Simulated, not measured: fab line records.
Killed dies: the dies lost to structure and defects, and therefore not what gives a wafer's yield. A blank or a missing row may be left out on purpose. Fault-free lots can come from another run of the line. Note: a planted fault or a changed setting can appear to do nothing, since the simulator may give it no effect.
Chamber matching	flow nand_harc	NHARC_P_M1_PRE_CLEAN_32 on pecvd-02 has 3 sister chambers
The step time 12 s. 22 wafers are shown with their chamber, then 11 later ones without.

== WAFERS PAIRED WITH THEIR CHAMBERS ==
wafer	chamber	heater_power_w (W)
L074.2	1	654
L074.4	0	682
L074.6	2	642
L075.4	2	634
L075.5	1	655
L075.6	0	690
L076.1	1	639
L076.4	0	731
L076.6	2	672
L082.3	0	683
L082.4	1	702
L082.5	2	645
L081.1	0	681
L081.4	2	688
L081.5	1	679
L085.1	1	575
L085.2	2	729
L085.3	0	618
L086.1	0	702
L086.2	2	674
L086.6	2	675
L088.1	0	612

SIGNATURES, as means of the wafers listed above
reading	chamber 0	chamber 1	chamber 2	scatter within a chamber
heater_power_w	674.88	650.67	669.88	37.9
Rule: for a wafer and a chamber, the distance is found by dividing, reading by reading, the gap between the wafer's reading and the chamber's mean by the reading's scatter, squaring, summing and taking the root. If the next closest chamber is less than 2 further off than the closest, the wafer can't be placed; otherwise it belongs to the closest. The scatter: take each reading less its chamber's mean, square it, sum over the shown wafers, divide by the number of wafers less the number of chambers, and take the root.

== WAFERS WITH NO CHAMBER GIVEN ==
wafer	heater_power_w (W)
L088.3	656
L088.5	664
L089.1	664
L089.4	659
L089.5	659
L092.3	623
L092.5	603
L092.6	639
L094.2	665
L094.3	690
L094.5	686

== CHAMBER TAKEN BY EACH ==
wafer	from the rows above	in truth
L088.3	can't be placed: 1 or 2 or 0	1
L088.5	can't be placed: 2 or 0 or 1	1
L089.1	can't be placed: 2 or 0 or 1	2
L089.4	can't be placed: 1 or 2 or 0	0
L089.5	can't be placed: 1 or 2 or 0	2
L092.3	can't be placed: 1 or 2 or 0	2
L092.5	can't be placed: 1 or 2 or 0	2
L092.6	can't be placed: 1 or 2 or 0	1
L094.2	can't be placed: 2 or 0 or 1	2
L094.3	can't be placed: 0 or 2 or 1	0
L094.5	can't be placed: 0 or 2 or 1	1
Correctly placed: 0 of 11. Not placeable from these rows: 11 (in 11, the candidates include the true chamber). Placed wrongly: 0.
